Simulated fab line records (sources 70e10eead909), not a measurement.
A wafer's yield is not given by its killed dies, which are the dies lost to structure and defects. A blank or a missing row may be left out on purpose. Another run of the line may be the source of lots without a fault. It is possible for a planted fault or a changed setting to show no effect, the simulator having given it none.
Which tool is to blame? -- flow nand_harc -- Sampling: 11 lots, 33 wafers, 4 of 1302 route steps

== WHAT EACH GAUGE READ, for each wafer ==
NHARC_A_SGD_CUT_THK_MEAS_22: measures by ellipsometry. Usual: thk_nm reads 148.3 nm (standard deviation 1.3).
lot,measured,on,thk_nm (nm),flag
L306,day 19 08:44,film_metro-02,148.2 150.1 149.1,
L308,day 20 03:30,film_metro-01,148.0 149.0 148.7,
L310,day 21 04:34,film_metro-02,148.9 147.1 148.1,
L312,day 21 12:28,film_metro-02,149.4 148.7 149.8,
L314,day 22 20:02,film_metro-01,148.3 149.3 149.1,
L323,day 26 12:13,film_metro-02,148.0 148.5 147.3,
L324,day 27 14:12,film_metro-01,147.3 148.2 146.0,
L329,day 28 08:38,film_metro-01,148.8 146.9 147.6,
L328,day 28 08:38,film_metro-01,147.8 147.4 147.6,
L327,day 28 08:38,film_metro-02,146.7 149.7 146.2,
L326,day 28 14:14,film_metro-02,148.6 148.0 148.4,

NHARC_A_SLIT_CD_MEAS_09 targets a cd of 300 nm. Usual: cd_nm reads 300.1 nm (standard deviation 0.46).
lot,measured,on,cd_nm (nm),flag
L306,day 19 14:03,cd_sem-02,300.7 300.0 300.0,
L308,day 20 09:04,cd_sem-02,300.1 300.1 300.0,
L310,day 21 13:50,cd_sem-01,300.3 300.1 300.0,
L312,day 21 22:39,cd_sem-03,300.1 300.4 300.2,
L314,day 23 03:12,cd_sem-03,300.2 299.9 300.1,
L323,day 26 17:34,cd_sem-03,312.3 311.6 311.4,OFF
L324,day 27 20:17,cd_sem-01,299.0 299.2 299.8,
L329,day 28 17:03,cd_sem-03,300.3 300.5 300.9,
L328,day 28 13:52,cd_sem-02,299.9 299.5 300.0,
L327,day 28 14:57,cd_sem-03,299.8 300.1 299.8,
L326,day 28 22:07,cd_sem-02,310.4 309.9 310.1,OFF

== WHAT TOOL EACH LOT RAN ON (gives the tool, then ch and the chambers of the sampled wafers, and finally the start) ==
lot,NHARC_A_SGD_CUT_ETCH_59,NHARC_A_SLIT_EXPOSE_06
L306,"rie_diel-13 ch 0,3, day 19 08:44 or earlier","arfi_scanner-01 ch 0, day 19 13:55"
L308,"rie_diel-10 ch 0,1,3, day 20 03:30 or earlier","arfi_scanner-02 ch 0, day 20 08:56"
L310,"rie_diel-13 ch 0,1, day 21 04:34 or earlier","arfi_scanner-02 ch 0, day 21 13:42"
L312,"rie_diel-13 ch 0,1,2, day 21 12:28 or earlier","arfi_scanner-02 ch 0, day 21 22:31"
L314,"rie_diel-13 ch 1,2, day 22 20:02 or earlier","arfi_scanner-03 ch 0, day 23 03:04"
L323,"rie_diel-10 ch 0,1,2, day 26 12:13 or earlier","arfi_scanner-02 ch 0, day 26 17:26"
L324,"rie_diel-06 ch 1,2,3, day 27 14:12 or earlier","arfi_scanner-03 ch 0, day 27 20:08"
L329,"rie_diel-13 ch 1,2, day 28 08:38 or earlier","arfi_scanner-01 ch 0, day 28 16:55"
L328,"rie_diel-06 ch 0,1,2, day 28 08:38 or earlier","arfi_scanner-01 ch 0, day 28 13:44"
L327,"rie_diel-06 ch 0,1, day 28 08:38 or earlier","arfi_scanner-03 ch 0, day 28 14:49"
L326,"rie_diel-13 ch 0,2, day 28 14:14 or earlier","arfi_scanner-02 ch 0, day 28 21:59"
- NHARC_A_SGD_CUT_ETCH_59: etches the open film in N2/H2, target depth 260 nm, time 406.25 s.
- NHARC_A_SLIT_EXPOSE_06: exposes mask SLIT.

== WHAT THE TOOLS THEMSELVES READ (means of the sampled wafers that have a number; where no wafer has one, the mark that the record gives instead) ==
NHARC_A_SGD_CUT_ETCH_59. Usual: drypump_motor_current_A 5.5 A, standard deviation 0.39; oes_product_au 1.001 a.u., standard deviation 0.0085; rf_vpp_V 431.8 V, standard deviation 3; showerhead_plenum_p_Torr 2.09 Torr, standard deviation 0.1; throttle_valve_pct 14.173 %, standard deviation 0.0076.
lot,tool,drypump_motor_current_A (A),oes_product_au (a.u.),rf_vpp_V (V),showerhead_plenum_p_Torr (Torr),throttle_valve_pct (%),flag
L306,rie_diel-13,5.3,0.989,433.6,2.15,14.175,
L308,rie_diel-10,5.5,1.012,430.3,2.04,14.179,
L310,rie_diel-13,6.1,0.994,433.6,2.15,14.177,
L312,rie_diel-13,5.7,1.005,432.0,2.09,14.175,
L314,rie_diel-13,5.3,0.998,430.6,2.07,14.166,
L323,rie_diel-10,5.7,1.005,432.1,2.11,14.175,
L324,rie_diel-06,5.6,1.007,429.2,2.01,14.171,
L329,rie_diel-13,5.3,1.002,431.0,2.07,14.176,
L328,rie_diel-06,5.5,0.995,432.7,2.10,14.171,
L327,rie_diel-06,5.4,1.001,431.9,2.09,14.172,
L326,rie_diel-13,5.3,0.992,429.3,2.02,14.169,

NHARC_A_SLIT_EXPOSE_06. Usual: exposure_dose_mJ_cm2 reads 60.82 (standard deviation 0.058).
lot,tool,exposure_dose_mJ_cm2,flag
L306,arfi_scanner-01,60.78,
L308,arfi_scanner-02,60.80,
L310,arfi_scanner-02,60.81,
L312,arfi_scanner-02,60.83,
L314,arfi_scanner-03,60.78,
L323,arfi_scanner-02,75.85,OFF
L324,arfi_scanner-03,60.82,
L329,arfi_scanner-01,60.80,
L328,arfi_scanner-01,60.78,
L327,arfi_scanner-03,60.77,
L326,arfi_scanner-02,72.85,OFF

== THE ANSWER, worked out from the rows above alone ==
Rule: a lot counts as off when the mean over its wafers that have a number is more than 3 standard deviations away from the usual mean. A lot without any number at a reading at which 4 lots or more have one is off too. All remaining lots with rows at the step are treated as sound. The gauges are gone through in route order, then the tools' own readings, and for those a lot's mean is taken as printed above. The first step at which some lot is off is used, and at that step the reading that is off furthest; a lot without a number counts as furthest.
Off, at NHARC_A_SLIT_CD_MEAS_09 on cd_nm: L323, L326.
A tool fits if, at a process step before that reading, it ran every lot that is off, and no sound lot after the first of them. The gauges at NHARC_A_SLIT_CD_MEAS_09 aren't tried: what is off there is off at NHARC_A_SLIT_EXPOSE_06 too, on other tools, and a gauge's error can't cause that. Because NHARC_A_SGD_CUT_ETCH_59 lacks a start for some lots, the hours and order of its lots are taken from NHARC_A_SGD_CUT_THK_MEAS_22. One candidate fits, namely arfi_scanner-02 at NHARC_A_SLIT_EXPOSE_06. A fault onset in the window from L312 (day 21 22:31, its last sound lot) to L323 (day 26 17:26, its first lot off) fits.
On the lots that are off, the tool's own readings at NHARC_A_SLIT_EXPOSE_06 differ by more than 5 times the standard deviation of the sound lots' means, which bears it out; exposure_dose_mJ_cm2 reads 74.35 there versus 60.80 on the sound lots.

== WHAT HAD BEEN PUT IN BY THE SIMULATOR ==
Drift in process parameters on arfi_scanner-02 at NHARC_A_SLIT_EXPOSE_06, starting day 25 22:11. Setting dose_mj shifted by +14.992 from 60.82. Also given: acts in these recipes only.
Lots struck among those shown: L323, L326. The rule given above showed the same thing.
